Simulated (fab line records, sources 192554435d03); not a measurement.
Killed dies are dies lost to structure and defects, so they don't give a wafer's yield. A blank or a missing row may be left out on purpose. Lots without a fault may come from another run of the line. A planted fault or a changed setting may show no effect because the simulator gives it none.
fab line records | flow n5_finfet
record lots=10 wafers=30 last_day=17
route steps=1938 shown BEOL_M4@1043 PASSIVATION@1936
lots that met no fault: from a run of the same line without faults
start_h: hours from the record's first day to the start of the lot's first wafer shown | wait_h: hours since the lot's step before | " the same as in the row above | L1.1+2: a row that stands for several wafers | - no value, or no start given | * or withheld: withheld | < > ~ a bound
route shown NAME@n: a module of which the file shows steps, and the number in the route of the first | usual: mean/standard deviation of fault-free wafers | same: alike in all rows | chamber/n: place in a boat | sites: the reading at each site | _std_site: their standard deviation | _edge_site: outer sites' mean less inner sites' | radius_mm: how far each site lies from the wafer's centre | mask NAME#n: copy n | behind: the tool/chamber that last shaped the wafer | hold: why the lot was held/for how many hours/how that ended | device: the transistor (n, p or np) that didn't switch | end of line: the same wafers' tests at the end of the route | a step without rows: its recipe alone | killed: dies lost to structure and defects at the first sort, not the wafer's yield | map: a wafer's dies, x killed, . not, _ none there
set.NAME: the setting as run; set.NAME@STEP: as run at that earlier step | model.NAME: the simulator's own value behind a step, which no gauge read
steps of the route over a sample of lots; a table a step, a row a wafer
services: from which hour (start_h, from the record's first day; less than 0 if before it) a tool's chamber was out of use, for how many hours, and why
## steps
# step N5_BEOL_M4_STRIP_66
# recipe chemistry=CF4 resist=SiARC power_w=300 bias_power_w=75 pressure_mtorr=50 cf4_flow_sccm=150 rf_frequency_hz=6e+07
# usual drypump_motor_current_A=5.8/0.35 oes_product_au=0.84/0.088 rf_vpp_V=271.5/1.5 showerhead_plenum_p_Torr=1.81/0.066 throttle_valve_pct=13.54/0.29
# columns lot.wafer tool chamber start_h wait_h drypump_motor_current_A oes_product_au rf_hours_counter_h rf_vpp_V showerhead_plenum_p_Torr throttle_valve_pct
L866.3 rie_diel-05 3 156.17 0.0 5.7 0.95 5 270.2 1.77 13.36
L866.4 " 0 " " 5.8 0.84 - 273.5 1.90 13.81
L866.6 " 2 " " 6.0 0.69 - 272.0 1.85 14.01
L867.3 rie_diel-05 2 159.53 0.0 6.0 0.68 223 271.9 1.85 14.01
L867.4 " 0 " " 5.8 0.85 - 275.8 1.90 13.83
L867.5 " 3 " " 5.7 0.95 - 272.1 1.77 13.36
L869.1 rie_diel-06 1 166.87 0.0 5.2 0.73 190 272.5 1.86 13.98
L869.4 " 3 " " 5.6 0.67 246 271.2 1.77 13.90
L869.5 " 1 " " 5.2 0.73 - 273.7 1.86 13.98
L870.2 rie_diel-05 3 177.01 0.0 5.7 0.92 13 270.1 1.77 13.38
L870.5 " 0 " " 5.7 0.84 - 272.6 1.89 13.85
L870.6 " 1 " " 5.5 0.98 - 270.0 1.76 13.25
L872.2 rie_diel-05 0 194.21 0.0 5.8 0.83 63 271.9 1.89 13.87
L872.3 " 2 " " 6.0 0.67 236 271.8 1.84 14.03
L872.4 " 3 " " 5.7 0.90 19 270.6 1.76 13.39
L873.1 rie_diel-05 3 194.93 0.0 5.7 0.90 20 270.7 1.76 13.38
L873.3 " 2 " " 6.0 0.68 236 269.9 1.84 14.03
L873.4 " 1 " " 5.5 0.96 7 271.6 1.76 13.26
L883.2 rie_diel-02 2 252.57 0.0 5.7 0.73 160 269.4 1.73 13.91
L883.5 " 0 " " 6.1 0.87 - 270.8 1.75 13.29
L883.6 " 1 " " 5.6 0.87 - 270.7 1.75 13.28
L884.1 rie_diel-05 2 273.41 0.0 6.0 0.91 4 273.1 1.84 13.49
L884.2 " 1 " " 5.4 0.89 34 270.9 1.75 13.32
L884.4 " 0 " " 5.7 0.80 91 273.5 1.88 13.91
L886.2 rie_diel-05 0 276.06 0.0 5.7 0.79 92 273.3 1.89 13.91
L886.4 " 1 " " 5.4 0.89 35 271.4 1.75 13.35
L886.5 " 2 " " 6.0 0.92 - 272.6 1.84 13.50
L889.4 rie_diel-05 3 291.03 0.0 5.7 0.85 53 271.1 1.75 13.45
L889.5 " 3 " " 5.7 0.84 - 270.2 1.75 13.46
L889.6 " 2 " " 6.0 0.90 - 273.9 1.84 13.52
# step N5_BEOL_M4_HM_OPEN_17
# recipe chemistry=Cl2/BCl3 target_depth_a=200 overetch_a=60 target=TiN mask_material=SOC ion_energy_ev=150 pressure_mtorr=10 icp_w=1000 bias_w=126 Cl2_flow_sccm=53.25 bcl3_flow_sccm=21.75 Ar_flow_sccm=25
# usual drypump_motor_current_A=5.7/0.58 oes_product_au=0.64/0.1 throttle_valve_pct=22.10/0.23
# columns lot.wafer tool chamber start_h wait_h drypump_motor_current_A oes_product_au rf_hours_counter_h throttle_valve_pct
L866.3 rie_metal-02 1 156.24 0.1 5.4 0.73 - 22.04
L866.4 " 0 " " 5.6 0.54 - 21.89
L866.6 " 0 " " 5.6 0.54 - 21.87
L867.3 rie_metal-02 1 159.60 0.1 5.4 0.73 - 22.05
L867.4 " 0 " " 5.6 0.54 - 21.89
L867.5 " 1 " " 5.3 0.72 - 22.06
L869.1 rie_metal-03 0 166.91 0.0 5.4 0.56 102 22.41
L869.4 " 1 " " 5.7 0.53 - 22.32
L869.5 " 1 " " 5.7 0.53 - 22.33
L870.2 rie_metal-03 0 177.05 0.0 5.5 0.56 103 22.43
L870.5 " 1 " " 5.7 0.53 - 22.31
L870.6 " 0 " " 5.4 0.56 - 22.42
L872.2 rie_metal-02 1 194.25 0.0 5.3 0.71 16 22.03
L872.3 " 1 " " 5.4 0.70 - 22.06
L872.4 " 0 " " 5.6 0.54 - 21.91
L873.1 rie_metal-01 1 194.97 0.0 5.2 0.50 130 22.26
L873.3 " 1 " " 5.2 0.50 - 22.27
L873.4 " 1 " " 5.2 0.51 - 22.27
L883.2 rie_metal-01 1 252.61 0.0 5.2 0.84 1 22.07
L883.5 " 0 " " 6.8 0.67 - 21.86
L883.6 " 1 " " 5.2 0.83 - 22.11
L884.1 rie_metal-01 1 273.45 0.0 5.2 0.81 3 22.09
L884.2 " 0 " " 6.8 0.67 41 21.84
L884.4 " 0 " " 6.7 0.66 - 21.86
L886.2 rie_metal-01 0 276.10 0.0 6.8 0.65 41 21.87
L886.4 " 1 " " 5.2 0.80 - 22.09
L886.5 " 0 " " 6.8 0.65 - 21.87
L889.4 rie_metal-01 1 291.11 0.1 5.2 0.79 - 22.09
L889.5 " 1 " " 5.2 0.80 - 22.08
L889.6 " 0 " " 6.8 0.66 - 21.84
# step N5_BEOL_M4_COAT_22
# recipe resist=CAR-EUV spin_rpm=1500 resist_thk_nm=30
# usual chill_plate_temp_C=23.00/0.1 spin_speed_rpm=1500.0/0.95
# columns lot.wafer tool chamber start_h wait_h chill_plate_temp_C spin_speed_rpm
L866.3 litho_track-05 0 156.44 - 23.05 1500.1
L866.4 " 0 " " 22.99 1500.3
L866.6 " 0 " " 22.92 1500.0
L867.3 litho_track-05 0 159.80 - 23.03 1500.1
L867.4 " 0 " " 22.96 1500.4
L867.5 " 0 " " 23.04 1499.6
L869.1 litho_track-04 0 167.13 - 23.12 1499.1
L869.4 " 0 " " 23.14 1500.6
L869.5 " 0 " " 22.88 1499.0
L870.2 litho_track-05 0 177.28 - 23.07 1498.6
L870.5 " 0 " " 23.15 1499.9
L870.6 " 0 " " 23.07 1500.5
L872.2 litho_track-05 0 194.66 - 23.04 1413.7
L872.3 " 0 " " 23.02 1415.8
L872.4 " 0 " " 23.13 1414.6
L873.1 litho_track-05 0 195.34 - 22.90 1411.9
L873.3 " 0 " " 23.05 1414.2
L873.4 " 0 " " 23.06 1414.5
L883.2 litho_track-01 0 252.83 - 22.97 1498.8
L883.5 " 0 " " 23.14 1500.6
L883.6 " 0 " " 23.19 1500.4
L884.1 litho_track-01 0 273.67 - 23.18 1499.1
L884.2 " 0 " " 23.01 1500.8
L884.4 " 0 " " 23.21 1500.5
L886.2 litho_track-04 0 276.32 - 22.91 1499.3
L886.4 " 0 " " 22.95 1500.2
L886.5 " 0 " " 22.87 1499.9
L889.4 litho_track-05 0 291.30 - 22.96 1499.0
L889.5 " 0 " " 23.05 1499.3
L889.6 " 0 " " 23.04 1500.0
# step N5_BEOL_M4_CD_MEAS_28
# recipe target_cd_nm=26.2 landing_energy_ev=500 detector=se_inlens target_cd_y_nm=24.1 polarity=opening
# usual cd_nm=26.20/0.21
# columns lot.wafer tool chamber start_h wait_h cd_nm
L866.3 cd_sem-02 0 156.72 - 26.21
L866.4 " 0 " " 26.42
L866.6 " 0 " " 26.33
L867.3 cd_sem-03 0 160.20 - 26.08
L867.4 " 0 " " 26.05
L867.5 " 0 " " 26.45
L869.1 cd_sem-03 0 167.41 - 26.13
L869.4 " 0 " " 26.24
L869.5 " 0 " " 26.11
L870.2 cd_sem-03 0 177.55 - 26.12
L870.5 " 0 " " 26.43
L870.6 " 0 " " 26.08
L872.2 cd_sem-02 0 194.94 - 26.24
L872.3 " 0 " " 25.67
L872.4 " 0 " " 26.34
L873.1 cd_sem-03 0 195.61 - 26.12
L873.3 " 0 " " 26.30
L873.4 " 0 " " 25.96
L883.2 cd_sem-02 0 253.11 - 25.98
L883.5 " 0 " " 26.34
L883.6 " 0 " " 26.16
L884.1 cd_sem-01 0 273.95 - 26.34
L884.2 " 0 " " 25.56
L884.4 " 0 " " 26.40
L886.2 cd_sem-03 0 276.60 - 25.79
L886.4 " 0 " " 26.15
L886.5 " 0 " " 26.59
L889.4 cd_sem-02 0 291.70 - 26.47
L889.5 " 0 " " 25.94
L889.6 " 0 " " 26.29
# step N5_BEOL_M4_RC_MEAS_101
# usual DIBL_N=36.1/1.3 DIBL_P=36.3/1.4 IOFF_N=0.162/0.024 IOFF_P=0.22/0.033 ION_N=674/9.9 ION_P=464/7.6 SS_N=71.6/0.53 SS_P=73.4/0.55 VT_N=249.4/2.9 VT_P=-249/3.3
# columns lot.wafer tool chamber start_h wait_h DIBL_N[mV/V] DIBL_P[mV/V] IOFF_N[nA/um] IOFF_P[nA/um] ION_N[uA/um] ION_P[uA/um] SS_N[mV/dec] SS_P[mV/dec] VT_N[mV] VT_P[mV]
L866.3 prober-02 0 166.52 0.3 36.7 36.0 0.138 0.19 660 454 71.7 73.4 253.4 -253
L866.4 " 0 " " 37.0 36.1 0.136 0.19 654 448 71.4 73.6 254.5 -252
L866.6 " 0 " " 36.6 36.4 0.138 0.19 662 456 71.4 73.4 252.0 -251
L867.3 prober-02 0 172.21 0.3 37.1 37.7 0.190 0.26 702 481 72.4 73.6 245.7 -245
L867.4 " 0 " " 36.4 37.5 0.172 0.24 674 467 71.5 73.7 248.4 -245
L867.5 " 0 " " 35.0 34.8 0.144 0.20 669 463 71.5 73.3 249.2 -250
L869.1 prober-02 0 176.89 0.0 36.4 35.9 0.175 0.26 677 466 71.8 74.6 248.3 -245
L869.4 " 0 " " 38.2 36.9 0.215 0.27 685 471 72.2 73.7 245.3 -245
L869.5 " 0 " " 37.0 35.8 0.197 0.26 685 471 71.9 74.0 245.5 -246
L870.2 prober-01 0 187.04 0.2 36.3 35.9 0.191 0.26 679 470 71.9 74.5 246.7 -245
L870.5 " 0 " " 35.9 35.8 0.176 0.26 675 474 72.2 74.1 245.9 -245
L870.6 " 0 " " 36.3 35.8 0.186 0.26 693 477 71.1 73.0 243.3 -245
L872.2 prober-02 0 202.33 0.2 37.9 37.4 0.166 0.25 660 459 72.1 73.6 248.5 -246
L872.3 " 0 " " 36.6 35.6 0.160 0.24 668 468 71.6 73.8 248.5 -245
L872.4 " 0 " " 36.2 35.0 0.143 0.22 670 468 71.4 73.0 249.0 -244
L873.1 prober-01 0 202.37 0.0 36.7 37.3 0.166 0.20 670 454 70.2 72.8 248.5 -250
L873.3 " 0 " " 36.6 36.2 0.155 0.20 672 460 71.3 72.9 248.3 -255
L873.4 " 0 " " 37.6 37.2 0.177 0.21 670 452 71.9 73.0 248.4 -252
L883.2 prober-02 0 263.85 0.2 36.5 37.6 0.176 0.24 675 464 72.2 73.6 247.8 -248
L883.5 " 0 " " 34.6 35.0 0.140 0.20 670 463 71.5 72.8 248.8 -250
L883.6 " 0 " " 35.2 35.9 0.153 0.22 677 468 72.1 73.0 250.4 -250
L884.1 prober-02 0 281.48 0.0 33.9 33.6 0.112 0.17 653 455 70.4 72.4 253.9 -253
L884.2 " 0 " " 37.8 37.9 0.183 0.23 672 463 71.9 73.9 248.7 -250
L884.4 " 0 " " 36.2 35.7 0.145 0.19 665 454 71.2 72.7 253.0 -252
L886.2 prober-02 0 284.58 0.2 38.8 38.9 0.210 0.26 690 472 72.5 74.0 246.8 -249
L886.4 " 0 " " 36.9 36.9 0.172 0.23 682 468 72.1 73.4 248.5 -248
L886.5 " 0 " " 37.9 38.3 0.193 0.24 681 466 71.6 74.0 247.4 -249
L889.4 prober-01 0 297.02 0.5 36.1 37.0 0.164 0.22 672 464 70.8 73.1 251.3 -248
L889.5 " 0 " " 33.7 33.6 0.123 0.18 669 464 70.5 72.3 252.1 -251
L889.6 " 0 " " 37.4 37.4 0.182 0.22 674 459 72.0 73.4 246.8 -249
# step N5_PASSIVATION_PROBE_49
# usual defect_limited_yield=91.1/1.5 killed_at_M0_to_M3=36/11 killed_at_M4_up=13/5 killed_at_contacts=13/5 killed_at_front_end=40/12 killed_at_other=3.3/2.3 killed_dies=106/17 killed_open=70/13 killed_short=34/7.6 sort_bin_5_function=5.3/0.96 sort_bin_6_memory=3.3/0.66 sort_n_pass=1074/17 sort_yield_pct=91.1/1.5
# same gross_dies=1180 killed_at_back_side=0 sort_bin_4_leakage[%]=0 sort_bin_8_speed[%]=0
# columns lot.wafer tool chamber start_h wait_h defect_limited_yield[%] killed_at_M0_to_M3 killed_at_M4_up killed_at_contacts killed_at_front_end killed_at_other killed_dies killed_open killed_short sort_bin_5_function[%] sort_bin_6_memory[%] sort_n_pass sort_yield_pct[%]
L870.2 prober-01 - 286.65 0.1 89.2 34 20 16 54 3 127 88 39 6.4 4.1 1053 89.2
L870.5 prober-01 - 286.80 0.2 90.5 40 15 3 50 4 112 65 47 4.9 4.0 1068 90.5
L870.6 prober-01 - 286.85 0.3 92.4 39 16 12 22 1 90 64 26 4.4 3.1 1090 92.4
L872.2 prober-01 - 298.76 0.1 91.8 33 17 8 38 1 97 66 29 4.7 3.0 1083 91.8
L872.3 prober-01 - 298.81 0.1 91.4 32 14 19 34 2 101 72 28 5.3 3.1 1079 91.4
L872.4 prober-01 - 298.86 0.2 90.8 54 14 5 29 7 109 69 39 6.0 3.1 1071 90.8
L873.4 prober-01 - 299.67 0.2 92.4 38 19 7 22 4 90 57 32 4.7 2.8 1090 92.4
# killed by level:class
L870.2 FIN_SAQP:geometric_particle:open=17 MOL_CONTACT_COAG:geometric_particle:open=14 FIN_SAQP:geometric_particle:short=10 STI_FIN_REVEAL:geometric_particle:open=8 BEOL_M3:geometric_particle:open=7 GATE_CUT:geometric_particle:short=6 BEOL_M4:geometric_particle:open=6 BEOL_M0_SAQP:geometric_particle:short=6
L870.5 FIN_SAQP:geometric_particle:open=12 FIN_SAQP:geometric_particle:short=12 BEOL_M0_SAQP:geometric_particle:open=12 BEOL_M0_SAQP:geometric_particle:short=10 DUMMY_GATE:geometric_particle:open=5 BEOL_M2:geometric_particle:open=5 BEOL_M5:geometric_particle:open=5 GATE_CUT:geometric_particle:short=4
L870.6 BEOL_M1:geometric_particle:open=11 BEOL_M2:geometric_particle:open=9 MOL_CONTACT_COAG:geometric_particle:open=7 BEOL_M3:geometric_particle:open=6 FIN_SAQP:geometric_particle:short=5 MOL_CONTACT_COAG:geometric_particle:short=5 BEOL_M0_SAQP:geometric_particle:open=5 GATE_CUT:geometric_particle:open=4
L872.2 BEOL_M4:geometric_particle:open=12 BEOL_M2:geometric_particle:open=9 FIN_SAQP:geometric_particle:open=7 MOL_CONTACT_COAG:geometric_particle:open=7 FIN_SAQP:geometric_particle:short=6 GATE_CUT:geometric_particle:open=6 GATE_CUT:geometric_particle:short=6 BEOL_M1:geometric_particle:open=6
L872.3 MOL_CONTACT_COAG:geometric_particle:open=14 STI_FIN_REVEAL:geometric_particle:open=11 BEOL_M4:geometric_particle:open=8 BEOL_M1:geometric_particle:open=7 FIN_SAQP:geometric_particle:short=5 MOL_CONTACT_COAG:geometric_particle:short=5 BEOL_M0:geometric_particle:open=5 FIN_SAQP:geometric_particle:open=4
L872.4 BEOL_M0_SAQP:geometric_particle:short=17 BEOL_M1:geometric_particle:open=13 BEOL_M0_SAQP:geometric_particle:open=9 BEOL_M4:geometric_particle:open=8 BEOL_M2:geometric_particle:open=7 STI_FIN_REVEAL:geometric_particle:open=6 MOL_CONTACT_COAG:geometric_particle:open=5 DUMMY_GATE:geometric_particle:open=5
L873.4 BEOL_M0_SAQP:geometric_particle:short=9 BEOL_M0_SAQP:geometric_particle:open=9 BEOL_M4:geometric_particle:open=8 BEOL_M2:geometric_particle:open=6 DUMMY_GATE:geometric_particle:open=6 MOL_CONTACT_COAG:geometric_particle:open=6 BEOL_M2:geometric_particle:short=6 FIN_SAQP:geometric_particle:short=5
## services
# columns tool chamber start_h hours kind
rie_diel-05 0 132.36 12.9 repair
rie_diel-06 0 144.48 15.5 repair
rie_diel-05 1 148.05 - clean
rie_diel-05 1 148.05 - consumable_replace:focus_ring
rie_diel-05 1 148.05 25.0 scheduled_down
rie_diel-05 1 148.05 25.0 vent_cycle
rie_diel-06 - 159.76 0.7 repair
rie_metal-01 0 192.64 4.8 repair
rie_metal-01 - 199.62 14.6 pm
rie_diel-05 - 202.85 11.3 repair
rie_metal-01 1 214.22 - clean
rie_metal-01 1 214.22 24.1 scheduled_down
rie_metal-01 1 214.22 24.1 vent_cycle
rie_diel-02 2 225.20 7.3 repair
rie_metal-03 1 239.36 5.0 repair
rie_diel-05 2 242.36 - clean
rie_diel-05 2 242.36 - consumable_replace:focus_ring
rie_metal-02 0 249.36 7.9 repair
rie_metal-01 - 251.04 0.7 repair
rie_metal-02 0 259.28 - clean
rie_diel-06 - 265.39 0.7 repair
rie_diel-06 - 270.83 0.2 repair
rie_diel-02 0 279.12 2.5 repair
rie_diel-06 2 288.40 8.9 repair
## key
first_sign step=N5_BEOL_M4_COAT_22 reading=spin_speed_rpm direction=down sigmas=90 usual=* struck=*
effect none on later readings
met_at N5_BEOL_M4_COAT_22
struck_lots L872,L873
not_acting_at N5_BEOL_M4_STRIP_66,N5_BEOL_M4_HM_OPEN_17,N5_BEOL_M4_CD_MEAS_28
onset_between 177.28 194.66
fault kind=process_parameter_drift tool=litho_track-05 chamber=- onset_h=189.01 steps=N5_BEOL_M4_COAT_22 channel=spin_rpm offset=* shape=step end_h=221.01 acts_in=* stated=*
